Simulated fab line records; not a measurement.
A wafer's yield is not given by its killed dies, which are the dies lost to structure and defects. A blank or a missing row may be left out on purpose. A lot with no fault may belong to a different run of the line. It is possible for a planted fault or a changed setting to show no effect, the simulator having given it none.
fab line records ; flow nand_harc
[record] lots = 6; wafers = 18; last_day = 24
route steps=1159 shown P_BONDPAD@357 END@1159
lots that met no fault: from a run of the same line without faults
start_h: hours from the record's opening day to when the first of the lot's shown wafers began ; wait_h: time in hours since the lot's previous step ; " same as the row above ; L1.1+2: a single row standing in for several wafers ; - no value present, or no start provided ; * or withheld: withheld ; < > ~ a bound
route shown NAME@n: NAME is a module with steps in the file, n the number in the route of the first one ; usual: mean/standard deviation taken from wafers without a fault ; same: alike in all rows ; chamber/n: place in a boat ; sites: per-site readings ; _std_site: the standard deviation of these ; _edge_site: the outer-site mean with the inner-site mean subtracted ; radius_mm: for every site, how far away it sits from the centre of the wafer ; mask NAME#n: copy n ; behind: the tool/chamber that last shaped the wafer ; hold: the reason the lot was held/the length of the hold in hours/how it ended ; device: transistor that didn't switch, given as n, p or np ; end of line: tests of these same wafers at the route's end ; a step with no rows: only its recipe ; killed: the dies lost at the first sort to structure and to defects; this is not the yield of the wafer ; map: a wafer's dies, x killed, . not, _ none there
set.NAME: the setting as run; set.NAME@STEP: as run at that earlier step ; model.NAME: the simulator's own value behind a step, which no gauge read
lots seen at some steps along the route; tables by step, rows by wafer
services: from which hour (start_h, from the record's first day; less than 0 if before it) a tool's chamber was out of use, for how many hours, and why
[[steps]]
[step NHARC_P_BONDPAD_COAT_36]
[recipe] temp_c = 200; time_s = 65
[step NHARC_P_BONDPAD_COAT_03]
[recipe] spin_rpm = 2000; resist_thk_nm = 600
[step NHARC_P_BONDPAD_SOFTBAKE_04]
[recipe] temp_c = 125; time_s = 70
[step NHARC_P_BONDPAD_EBR_05]
[step NHARC_P_BONDPAD_EXPOSE_06]
[recipe] na = 0.55; dose_mj = 37.06; mask_id = P_BPAD
[step NHARC_P_BONDPAD_PEB_07]
[recipe] peb_temp_c = 128; peb_time_s = 80
[step NHARC_P_BONDPAD_DEVELOP_08]
[recipe] time_s = 50; dev_temp_c = 22
[step NHARC_P_BONDPAD_CD_MEAS_09]
[recipe] target_cd_nm = 500; landing_energy_ev = 500
[usual] cd_nm = 499.4/2.4
lot.wafer;tool;chamber;start_h;wait_h;cd_nm
L227.1;cd_sem-02;0;144.35;-;497.8
L227.3;cd_sem-02;0;144.35;-;498.4
L227.6;cd_sem-02;0;144.35;-;497.2
L228.2;cd_sem-01;0;146.53;-;498.3
L228.5;cd_sem-01;0;146.53;-;495.2
L228.6;cd_sem-01;0;146.53;-;494.7
L240.2;cd_sem-01;0;229.10;-;500.9
L240.4;cd_sem-01;0;229.10;-;501.0
L240.5;cd_sem-01;0;229.10;-;503.1
L241.2;cd_sem-02;0;230.28;-;502.6
L241.5;cd_sem-02;0;230.28;-;499.4
L241.6;cd_sem-02;0;230.28;-;498.9
L244.2;cd_sem-02;0;250.97;-;498.0
L244.4;cd_sem-02;0;250.97;-;499.4
L244.6;cd_sem-02;0;250.97;-;500.0
L246.2;cd_sem-03;0;257.16;-;498.0
L246.3;cd_sem-03;0;257.16;-;498.5
L246.4;cd_sem-03;0;257.16;-;498.1
[step NHARC_P_BONDPAD_OVL_MEAS_38]
[usual] overlay_x_nm = 1/7.5; overlay_y_nm = 0/6.3
lot.wafer;tool;chamber;start_h;wait_h;overlay_x_nm;overlay_y_nm
L227.1;overlay-02;-;144.44;-;4;1
L227.3;overlay-02;-;144.44;-;5;0
L227.6;overlay-02;-;144.44;-;4;1
L228.2;overlay-01;-;146.63;-;7;2
L228.5;overlay-01;-;146.63;-;6;2
L228.6;overlay-01;-;146.63;-;6;3
L240.2;overlay-02;-;229.19;-;5;6
L240.4;overlay-02;-;229.19;-;5;5
L240.5;overlay-02;-;229.19;-;5;5
L241.2;overlay-02;-;230.37;-;-4;7
L241.5;overlay-02;-;230.37;-;-4;7
L241.6;overlay-02;-;230.37;-;-4;8
L244.2;overlay-02;-;251.05;-;8;4
L244.4;overlay-02;-;251.05;-;8;4
L244.6;overlay-02;-;251.05;-;8;4
L246.2;overlay-01;-;257.24;-;13;-7
L246.3;overlay-01;-;257.24;-;14;-8
L246.4;overlay-01;-;257.24;-;13;-7
[step NHARC_P_BONDPAD_HARDBAKE_10]
[recipe] temp_c = 118; time_s = 65
[step NHARC_P_BONDPAD_DESCUM_11]
[recipe] time_s = 3; o2_flow_sccm = 200; ar_flow_sccm = 0; bias_power_w = 0; chemistry = O2
[usual] drypump_motor_current_A = 5.96/0.29; oes_product_au = 1.005/0.01; rf_vpp_V = 57.8/0.85; showerhead_plenum_p_Torr = 1.95/0.072; throttle_valve_pct = 11.311/0.01
[same] bias_power_w = 0
lot.wafer;tool;chamber;start_h;wait_h;drypump_motor_current_A;oes_product_au;rf_hours_counter_h;rf_vpp_V;showerhead_plenum_p_Torr;throttle_valve_pct
L227.1;rie_diel-08;2;144.57;-;5.96;1.010;1;57.3;2.03;11.303
L227.3;rie_diel-08;0;144.57;-;5.95;1.013;1;58.3;1.90;11.317
L227.6;rie_diel-08;2;144.57;-;5.98;1.017;-;57.2;2.03;11.302
L228.2;rie_diel-08;3;146.76;-;5.59;1.009;1;57.9;1.84;11.314
L228.5;rie_diel-08;2;146.76;-;5.97;1.025;-;58.0;2.03;11.313
L228.6;rie_diel-08;3;146.76;-;5.64;1.016;-;56.6;1.84;11.314
L240.2;rie_diel-08;1;229.32;-;6.33;0.993;8;59.2;1.99;11.334
L240.4;rie_diel-08;2;229.32;-;5.97;1.006;9;57.5;2.02;11.311
L240.5;rie_diel-08;1;229.32;-;6.33;0.998;-;58.6;1.99;11.312
L241.2;rie_diel-08;1;230.52;-;6.34;1.013;9;57.4;1.99;11.304
L241.6;rie_diel-08;2;230.52;-;5.98;1.004;-;58.9;2.02;11.311
L241.5;rie_diel-08;3;230.52;-;5.65;1.004;-;58.0;1.84;11.307
L244.4;rie_diel-07;2;251.18;-;6.04;1.001;5;57.7;2.05;11.314
L244.2;rie_diel-07;0;251.18;-;6.29;1.011;6;57.3;2.01;11.311
L244.6;rie_diel-07;3;251.18;-;5.45;0.983;-;57.8;2.01;11.310
L246.2;rie_diel-07;0;257.37;-;6.30;1.010;9;57.8;2.01;11.316
L246.3;rie_diel-07;1;257.37;-;5.42;1.024;9;57.5;1.90;11.309
L246.4;rie_diel-07;2;257.37;-;6.02;1.006;9;58.3;2.05;11.319
[step NHARC_P_BONDPAD_ETCH_37]
[recipe] target_depth_a = 600; overetch_a = 180; time_s = 65.91; ion_energy_ev = 200; n2_flow_sccm = 150; h2_flow_sccm = 150; ar_flow_sccm = 0; rf_w = 400; bias_w = 150; chemistry = N2/H2
[usual] drypump_motor_current_A = 5.98/0.28; oes_product_au = 1.005/0.0094; rf_fwd_power_W = 397.4/1.4; rf_vpp_V = 431.6/2.2; showerhead_plenum_p_Torr = 2.08/0.078; throttle_valve_pct = 14.172/0.0095
lot.wafer;tool;chamber;start_h;wait_h;drypump_motor_current_A;oes_product_au;rf_fwd_power_W;rf_hours_counter_h;rf_vpp_V;showerhead_plenum_p_Torr;throttle_valve_pct
L227.3;rie_diel-08;1;144.65;0.1;6.34;0.985;396.9;1;433.7;2.12;14.191
L227.1;rie_diel-08;0;144.65;0.1;5.93;1.002;397.6;1;430.3;2.03;14.163
L227.6;rie_diel-08;2;144.65;0.1;5.95;1.011;397.0;-;435.1;2.16;14.168
L228.2;rie_diel-08;1;146.85;0.1;6.35;0.986;399.6;1;431.5;2.12;14.174
L228.6;rie_diel-08;0;146.85;0.1;5.96;1.008;396.7;-;430.1;2.03;14.152
L228.5;rie_diel-08;1;146.85;0.1;6.33;1.000;397.5;-;433.3;2.12;14.163
L240.2;rie_diel-08;2;229.40;0.1;5.97;1.010;398.8;9;435.0;2.16;14.170
L240.4;rie_diel-08;3;229.40;0.1;5.64;1.002;394.5;9;428.5;1.96;14.162
L240.5;rie_diel-08;1;229.40;0.1;6.33;0.996;395.7;-;432.4;2.12;14.173
L241.2;rie_diel-08;3;230.60;0.1;5.61;0.994;395.6;9;428.9;1.96;14.183
L241.5;rie_diel-08;0;230.60;0.1;5.90;0.996;397.0;-;430.3;2.03;14.176
L241.6;rie_diel-08;1;230.60;0.1;6.32;0.997;399.3;-;432.3;2.12;14.166
L244.2;rie_diel-07;3;251.27;0.1;5.46;0.987;399.3;6;432.6;2.14;14.173
L244.4;rie_diel-07;0;251.27;0.1;6.30;1.008;400.1;6;434.3;2.14;14.173
L244.6;rie_diel-07;2;251.27;0.1;6.04;1.009;398.9;-;434.5;2.19;14.154
L246.4;rie_diel-07;2;257.69;0.3;6.04;1.000;397.9;9;434.7;2.19;14.180
L246.2;rie_diel-07;3;257.69;0.3;5.49;0.992;397.3;9;433.1;2.14;14.179
L246.3;rie_diel-07;0;257.69;0.3;6.29;1.007;395.8;9;433.3;2.14;14.189
[step NHARC_P_BONDPAD_ETCH_12]
[recipe] target_depth_a = 2000; time_s = 100; chf3_flow_sccm = 50; o2_flow_sccm = 10; ar_flow_sccm = 200; rf_w = 500; bias_w = 200; chemistry = CHF3/O2
[usual] drypump_motor_current_A = 5.97/0.28; oes_product_au = 0.949/0.024; rf_fwd_power_W = 497.8/1.5; rf_vpp_V = 371.4/2.1; showerhead_plenum_p_Torr = 2.44/0.085; throttle_valve_pct = 20.573/0.0083
lot.wafer;tool;chamber;start_h;wait_h;drypump_motor_current_A;oes_product_au;rf_fwd_power_W;rf_hours_counter_h;rf_vpp_V;showerhead_plenum_p_Torr;throttle_valve_pct
L227.1;rie_diel-08;1;144.76;-;6.34;0.978;496.4;1;372.5;2.50;20.559
L227.3;rie_diel-08;2;144.76;-;5.98;0.971;499.5;1;373.2;2.54;20.572
L227.6;rie_diel-08;3;144.76;-;5.69;0.972;495.7;-;368.2;2.32;20.575
L228.2;rie_diel-08;3;146.96;-;5.64;0.970;496.4;1;368.1;2.32;20.581
L228.5;rie_diel-08;0;146.96;-;5.89;0.986;499.5;-;369.9;2.39;20.573
L228.6;rie_diel-08;1;146.96;-;6.33;0.970;498.5;-;372.4;2.49;20.575
L240.2;rie_diel-08;3;229.51;-;5.64;0.929;496.2;9;368.4;2.32;20.579
L240.4;rie_diel-08;0;229.51;-;5.90;0.701;298.0;9;370.1;2.39;20.576
L240.5;rie_diel-08;0;229.51;-;5.90;0.708;297.7;-;371.3;2.39;20.575
L241.2;rie_diel-08;3;230.68;-;5.69;0.935;497.5;9;368.2;2.32;20.556
L241.5;rie_diel-08;3;230.68;-;5.66;0.937;500.2;-;369.4;2.32;20.564
L241.6;rie_diel-08;0;230.68;-;5.94;0.717;299.3;-;370.6;2.39;20.577
L244.2;rie_diel-07;0;251.35;-;6.30;0.978;497.6;6;372.7;2.51;20.579
L244.4;rie_diel-07;2;251.35;-;6.06;0.957;499.2;5;372.8;2.57;20.567
L244.6;rie_diel-07;0;251.35;-;6.29;0.980;500.6;-;374.3;2.51;20.581
L246.2;rie_diel-07;2;257.81;-;6.01;0.945;499.6;9;372.9;2.57;20.574
L246.3;rie_diel-07;3;257.81;-;5.44;0.932;498.4;9;375.5;2.51;20.574
L246.4;rie_diel-07;1;257.81;-;5.42;0.954;497.3;9;370.0;2.38;20.569
[step NHARC_P_BONDPAD_CD_MEAS_13]
[usual] cd_nm = 499.3/2.4
lot.wafer;tool;chamber;start_h;wait_h;cd_nm
L227.1;cd_sem-02;-;144.88;-;498.3
L227.3;cd_sem-02;-;144.88;-;498.1
L227.6;cd_sem-02;-;144.88;-;496.1
L228.2;cd_sem-03;-;147.07;-;498.8
L228.5;cd_sem-03;-;147.07;-;495.0
L228.6;cd_sem-03;-;147.07;-;497.3
L240.2;cd_sem-02;-;229.65;-;499.6
L240.4;cd_sem-02;-;229.65;-;498.0
L240.5;cd_sem-02;-;229.65;-;499.9
L241.2;cd_sem-03;-;230.82;-;502.1
L241.5;cd_sem-03;-;230.82;-;499.9
L241.6;cd_sem-03;-;230.82;-;496.0
L244.2;cd_sem-01;-;251.49;-;497.8
L244.4;cd_sem-01;-;251.49;-;499.2
L244.6;cd_sem-01;-;251.49;-;499.9
L246.2;cd_sem-01;-;257.95;-;496.2
L246.3;cd_sem-01;-;257.95;-;497.7
L246.4;cd_sem-01;-;257.95;-;497.6
[step NHARC_END_SORT_01]
[recipe] temp_c = 25
[usual] defect_limited_yield = 95.6/1.4; killed_at_array = 26/9; killed_at_other = 0.8/1.2; killed_at_periphery = 3.2/2.3; killed_dies = 30/9.1; killed_open = 3.5/2; killed_short = 1.8/1.4; sort_bin_2_pct = 1.4/0.59; sort_bin_3_pct = 0.25/0.22; sort_bin_4_pct = 2.8/0.91; sort_n_pass = 647/9.1; sort_rim_yield_pct = 95.4/3; sort_yield_pct = 95.6/1.4
[same] gross_dies = 677; sort_bin_5_pct[%] = 0; sort_bin_6_pct[%] = 0; sort_bin_7_pct[%] = 0; sort_bin_8_pct[%] = 0; sort_rim_n_gross = 106.00
lot.wafer;tool;chamber;start_h;wait_h;hold;defect_limited_yield[%];killed_at_array;killed_at_other;killed_at_periphery;killed_dies;killed_open;killed_short;sort_bin_2_pct[%];sort_bin_3_pct[%];sort_bin_4_pct[%];sort_n_pass;sort_rim_yield_pct[%];sort_yield_pct[%]
L227.1;prober-01;0;454.62;2.5;-;96.8;18;0;4;22;1;0;1.2;0.15;1.9;655;99.1;96.8
L227.3;prober-01;0;456.23;3.1;-;95.7;27;0;2;29;4;8;2.4;0.30;1.6;648;98.1;95.7
L227.6;prober-01;0;458.64;4.0;-;95.4;30;0;1;31;0;0;1.0;0.44;3.1;646;97.2;95.4
L228.2;prober-02;0;463.13;2.8;-;97.6;16;0;0;16;3;0;1.0;0;1.3;661;97.2;97.6
L228.5;prober-02;0;465.51;3.7;-;95.7;25;2;2;29;6;3;1.6;0.59;2.1;648;97.2;95.7
L228.6;prober-02;0;466.31;4.0;-;96.8;20;1;1;22;5;2;1.0;0.30;1.9;655;93.4;96.8
L240.2;prober-01;0;531.67;2.8;await_dispo/2.7h/release;96.5;21;2;1;24;2;2;1.0;0;2.5;653;93.4;96.5
L240.4;prober-01;0;533.28;3.4;await_dispo/2.7h/release;0;24;7;646;677;6;2;96.8;0.15;3.1;0;0;0
L240.5;prober-01;0;534.09;3.7;await_dispo/2.7h/release;0;35;1;641;677;7;2;96.0;0;4.0;0;0;0
L241.2;prober-01;0;543.56;2.8;await_dispo/2.1h/release;94.5;35;2;0;37;3;2;2.7;0;2.8;640;97.2;94.5
L241.5;prober-01;0;545.97;3.7;await_dispo/2.1h/release;94.2;34;2;3;39;2;0;1.3;0.59;3.8;638;97.2;94.2
L241.6;prober-01;0;546.77;4.0;await_dispo/2.1h/release;0;39;1;637;677;3;3;95.4;1.03;3.5;0;0;0
L244.2;prober-01;0;565.05;2.8;-;96.9;20;0;1;21;2;2;1.0;0.15;1.9;656;97.2;96.9
L244.4;prober-01;0;566.67;3.4;-;98.2;7;1;4;12;1;1;0.3;0.15;1.3;665;100.0;98.2
L244.6;prober-01;0;568.29;4.0;-;97.0;17;0;3;20;6;3;0.9;0.15;1.9;657;93.4;97.0
L246.2;prober-02;0;565.07;2.8;-;97.5;11;0;6;17;4;2;0.4;0.30;1.8;660;95.3;97.5
L246.3;prober-02;0;565.86;3.1;-;96.8;16;0;6;22;3;0;1.0;0;2.2;655;96.2;96.8
L246.4;prober-02;0;566.65;3.4;-;96.0;23;0;4;27;3;3;0.9;0.15;3.0;650;93.4;96.0
// killed by level:class
L227.1 A_CHANNEL_HOLE_D1:chamber_film_flake=11 A_STAIRCASE:chamber_film_flake=3 P_GATE:chamber_film_flake=2 A_CONTACT:chamber_film_flake=2 A_CONTACT:geometric_particle:open=1 P_STI:chamber_film_flake=1 P_M0:chamber_film_flake=1 A_WL_FILL:chamber_film_flake=1
L227.3 A_CHANNEL_HOLE_D1:chamber_film_flake=8 A_WL_FILL:geometric_particle:short=4 A_CHANNEL_FILL_D1:chamber_film_flake=4 A_CHANNEL_FILL_D1:geometric_particle:open=3 A_CONTACT:chamber_film_flake=2 P_M0:geometric_particle:short=1 A_ONON_D1:geometric_particle:short=1 A_CHANNEL_HOLE_D1:geometric_particle:short=1
L227.6 A_CHANNEL_HOLE_D1:chamber_film_flake=18 A_CHANNEL_FILL_D1:chamber_film_flake=5 A_WL_FILL:chamber_film_flake=3 A_CONTACT:chamber_film_flake=2 P_GATE:chamber_film_flake=1 A_SLIT:chamber_film_flake=1 A_BONDPAD:chamber_film_flake=1
L228.2 A_STAIRCASE:chamber_film_flake=5 A_SLIT:chamber_film_flake=5 A_CHANNEL_HOLE_D1:chamber_film_flake=2 A_WL_FILL:geometric_particle:open=1 A_CONTACT:geometric_particle:open=1 A_BLC:geometric_particle:open=1 A_CONTACT:chamber_film_flake=1
L228.5 A_SLIT:chamber_film_flake=6 A_STAIRCASE:chamber_film_flake=5 A_CONTACT:chamber_film_flake=3 A_CHANNEL_HOLE_D1:chamber_film_flake=2 P_CONTACT:geometric_particle:open=1 A_ONON_D1:geometric_particle:short=1 A_ONON_D1:geometric_particle:open=1 A_CHANNEL_FILL_D1:geometric_particle:open=1
L228.6 A_SLIT:chamber_film_flake=7 A_STAIRCASE:chamber_film_flake=5 A_CONTACT:geometric_particle:open=2 A_CHANNEL_HOLE_D1:chamber_film_flake=2 A_ONON_D1:geometric_particle:short=1 A_WL_FILL:geometric_particle:open=1 A_BLC:geometric_particle:short=1 A_M1:geometric_particle:open=1
L240.2 A_SLIT:chamber_film_flake=12 A_CHANNEL_HOLE_D1:chamber_film_flake=4 THIN_TSV:chamber_film_flake=2 P_CONTACT:geometric_particle:open=1 A_SGD_CUT:geometric_particle:short=1 A_WL_FILL:geometric_particle:short=1 A_WL_FILL:geometric_particle:open=1 A_CHANNEL_FILL_D1:chamber_film_flake=1
L240.4 P_BONDPAD:area_etch=646 A_SLIT:chamber_film_flake=9 THIN_TSV:chamber_film_flake=7 A_CHANNEL_HOLE_D1:chamber_film_flake=4 A_BLC:geometric_particle:open=3 A_ONON_D1:geometric_particle:open=1 A_CHANNEL_FILL_D1:geometric_particle:short=1 A_CHANNEL_FILL_D1:geometric_particle:open=1
L240.5 P_BONDPAD:area_etch=639 A_SLIT:chamber_film_flake=15 A_STAIRCASE:chamber_film_flake=5 A_CONTACT:chamber_film_flake=3 A_CHANNEL_HOLE_D1:chamber_film_flake=3 A_CHANNEL_FILL_D1:chamber_film_flake=2 P_CONTACT:geometric_particle:short=1 P_M0:geometric_particle:open=1
L241.2 A_CHANNEL_HOLE_D1:chamber_film_flake=22 A_CONTACT:chamber_film_flake=4 A_CONTACT:geometric_particle:open=3 A_STAIRCASE:chamber_film_flake=3 THIN_TSV:chamber_film_flake=2 A_ONON_D1:geometric_particle:short=1 A_SGD_CUT:geometric_particle:short=1 A_M0:chamber_film_flake=1
L241.5 A_CHANNEL_HOLE_D1:chamber_film_flake=20 A_CONTACT:chamber_film_flake=6 A_STAIRCASE:chamber_film_flake=5 P_STI:chamber_film_flake=2 THIN_TSV:chamber_film_flake=2 P_GATE:geometric_particle:open=1 A_CONTACT:geometric_particle:open=1 A_WL_FILL:chamber_film_flake=1
L241.6 P_BONDPAD:area_etch=634 A_CHANNEL_HOLE_D1:chamber_film_flake=20 A_CONTACT:chamber_film_flake=9 A_STAIRCASE:chamber_film_flake=4 A_CONTACT:geometric_particle:short=2 P_STI:chamber_film_flake=2 A_ONON_D1:geometric_particle:short=1 A_CONTACT:geometric_particle:open=1
L244.2 A_CONTACT:chamber_film_flake=8 A_CHANNEL_HOLE_D1:chamber_film_flake=5 A_BONDPAD:chamber_film_flake=2 P_M0:geometric_particle:short=1 A_SOURCE_PLATE:geometric_particle:open=1 A_M0:geometric_particle:short=1 A_M1:geometric_particle:open=1 A_STAIRCASE:chamber_film_flake=1
L246.2 A_CHANNEL_HOLE_D1:chamber_film_flake=5 P_CONTACT:geometric_particle:open=2 A_CHANNEL_FILL_D1:geometric_particle:open=2 P_ZERO_WELL:chamber_film_flake=2 A_CONTACT:chamber_film_flake=2 P_STI:geometric_particle:short=1 A_WL_FILL:geometric_particle:short=1 P_STI:chamber_film_flake=1
L246.3 A_CHANNEL_HOLE_D1:chamber_film_flake=7 P_STI:chamber_film_flake=3 A_CONTACT:chamber_film_flake=3 A_ZERO_WELL:chamber_film_flake=2 P_CONTACT:geometric_particle:open=1 A_CHANNEL_FILL_D1:geometric_particle:open=1 A_WL_FILL:geometric_particle:open=1 P_ZERO_WELL:chamber_film_flake=1
L246.4 A_CONTACT:chamber_film_flake=6 A_CHANNEL_HOLE_D1:chamber_film_flake=5 A_STAIRCASE:chamber_film_flake=5 P_CONTACT:geometric_particle:open=2 A_WL_FILL:geometric_particle:short=2 A_SLIT:chamber_film_flake=2 A_CHANNEL_HOLE_D1:geometric_particle:short=1 A_CONTACT:geometric_particle:open=1
L244.4 A_CONTACT:chamber_film_flake=4 P_GATE:chamber_film_flake=2 P_M0:geometric_particle:short=1 A_CONTACT:geometric_particle:open=1 P_ZERO_WELL:chamber_film_flake=1 A_CHANNEL_HOLE_D1:chamber_film_flake=1 A_WL_FILL:chamber_film_flake=1 THIN_TSV:chamber_film_flake=1
L244.6 A_CHANNEL_HOLE_D1:chamber_film_flake=7 A_WL_FILL:geometric_particle:short=2 A_CONTACT:geometric_particle:open=2 A_M0:geometric_particle:open=2 P_CONTACT:geometric_particle:open=1 P_M0:geometric_particle:open=1 A_CHANNEL_FILL_D1:geometric_particle:short=1 P_GATE:chamber_film_flake=1
// map L240.4 (x killed, . not)
____________x____________
_________xxxxxxx_________
_______xxxxxxxxxxx_______
______xxxxxxxxxxxxx______
_____xxxxxxxxxxxxxxx_____
____xxxxxxxxxxxxxxxxx____
____xxxxxxxxxxxxxxxxx____
___xxxxxxxxxxxxxxxxxxx___
___xxxxxxxxxxxxxxxxxxx___
__xxxxxxxxxxxxxxxxxxxxx__
__xxxxxxxxxxxxxxxxxxxxx__
_xxxxxxxxxxxxxxxxxxxxxxx_
_xxxxxxxxxxxxxxxxxxxxxxx_
_xxxxxxxxxxxxxxxxxxxxxxx_
_xxxxxxxxxxxxxxxxxxxxxxx_
_xxxxxxxxxxxxxxxxxxxxxxx_
xxxxxxxxxxxxxxxxxxxxxxxxx
xxxxxxxxxxxxxxxxxxxxxxxxx
xxxxxxxxxxxxxxxxxxxxxxxxx
xxxxxxxxxxxxxxxxxxxxxxxxx
xxxxxxxxxxxxxxxxxxxxxxxxx
_xxxxxxxxxxxxxxxxxxxxxxx_
_xxxxxxxxxxxxxxxxxxxxxxx_
_xxxxxxxxxxxxxxxxxxxxxxx_
_xxxxxxxxxxxxxxxxxxxxxxx_
_xxxxxxxxxxxxxxxxxxxxxxx_
__xxxxxxxxxxxxxxxxxxxxx__
__xxxxxxxxxxxxxxxxxxxxx__
___xxxxxxxxxxxxxxxxxxx___
___xxxxxxxxxxxxxxxxxxx___
____xxxxxxxxxxxxxxxxx____
____xxxxxxxxxxxxxxxxx____
_____xxxxxxxxxxxxxxx_____
______xxxxxxxxxxxxx______
_______xxxxxxxxxxx_______
_________xxxxxxx_________
____________x____________
// map L241.6 (x killed, . not)
____________x____________
_________xxxxxxx_________
_______xxxxxxxxxxx_______
______xxxxxxxxxxxxx______
_____xxxxxxxxxxxxxxx_____
____xxxxxxxxxxxxxxxxx____
____xxxxxxxxxxxxxxxxx____
___xxxxxxxxxxxxxxxxxxx___
___xxxxxxxxxxxxxxxxxxx___
__xxxxxxxxxxxxxxxxxxxxx__
__xxxxxxxxxxxxxxxxxxxxx__
_xxxxxxxxxxxxxxxxxxxxxxx_
_xxxxxxxxxxxxxxxxxxxxxxx_
_xxxxxxxxxxxxxxxxxxxxxxx_
_xxxxxxxxxxxxxxxxxxxxxxx_
_xxxxxxxxxxxxxxxxxxxxxxx_
xxxxxxxxxxxxxxxxxxxxxxxxx
xxxxxxxxxxxxxxxxxxxxxxxxx
xxxxxxxxxxxxxxxxxxxxxxxxx
xxxxxxxxxxxxxxxxxxxxxxxxx
xxxxxxxxxxxxxxxxxxxxxxxxx
_xxxxxxxxxxxxxxxxxxxxxxx_
_xxxxxxxxxxxxxxxxxxxxxxx_
_xxxxxxxxxxxxxxxxxxxxxxx_
_xxxxxxxxxxxxxxxxxxxxxxx_
_xxxxxxxxxxxxxxxxxxxxxxx_
__xxxxxxxxxxxxxxxxxxxxx__
__xxxxxxxxxxxxxxxxxxxxx__
___xxxxxxxxxxxxxxxxxxx___
___xxxxxxxxxxxxxxxxxxx___
____xxxxxxxxxxxxxxxxx____
____xxxxxxxxxxxxxxxxx____
_____xxxxxxxxxxxxxxx_____
______xxxxxxxxxxxxx______
_______xxxxxxxxxxx_______
_________xxxxxxx_________
____________x____________
[[services]]
tool;chamber;start_h;hours;kind
rie_diel-08;-;124.80;9.0;pm
rie_diel-08;0;124.80;9.0;vent_cycle
rie_diel-08;1;124.80;12.7;vent_cycle
rie_diel-08;2;124.80;9.0;vent_cycle
rie_diel-08;3;124.80;9.0;vent_cycle
rie_diel-08;0;133.80;-;clean
rie_diel-08;2;133.80;-;clean
rie_diel-08;3;133.80;-;clean
rie_diel-08;0;158.30;-;clean
rie_diel-08;1;158.30;-;clean
rie_diel-08;2;158.30;-;clean
rie_diel-08;3;158.30;-;clean
rie_diel-07;2;162.71;6.0;repair
rie_diel-08;0;182.80;-;clean
rie_diel-08;1;182.80;-;clean
rie_diel-08;2;182.80;-;clean
rie_diel-08;3;182.80;-;clean
rie_diel-08;0;207.42;-;clean
rie_diel-08;1;207.42;-;clean
rie_diel-08;2;207.42;-;clean
rie_diel-08;3;207.42;-;clean
rie_diel-07;1;209.74;2.7;repair
rie_diel-07;-;228.23;9.0;pm
rie_diel-08;0;231.92;-;clean
[[key]]
[first_sign] step = NHARC_P_BONDPAD_ETCH_12; reading = rf_fwd_power_W; direction = down; sigmas = 99+; usual = *; struck = *
[effect] step = NHARC_P_BONDPAD_ETCH_12; reading = oes_product_au; direction = down; sigmas = 9.8; usual = 0.949; struck = 0.709
[effect] step = NHARC_END_SORT_01; reading = killed_at_periphery; direction = up; sigmas = 99+; usual = 3.2; struck = 641.3
[more_kills_born_at] NHARC_P_BONDPAD_ETCH_12@rie_diel-08 = 1919
met_at NHARC_P_BONDPAD_ETCH_12
struck_wafers L240.4,L240.5,L241.6
later_rows_left_out L240.4,L240.5,L241.6
onset_between 146.96 229.51
[fault] kind = process_parameter_drift; tool = rie_diel-08; chamber = 0; onset_h = 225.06; steps = NHARC_P_BONDPAD_ETCH_12; channel = rf_w; offset = *; shape = step; end_h = 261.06; acts_in = *; stated = *
// later_rows_left_out: the simulator's readings of these wafers behind a module that went badly wrong aren't trusted and aren't shown, but for the sort
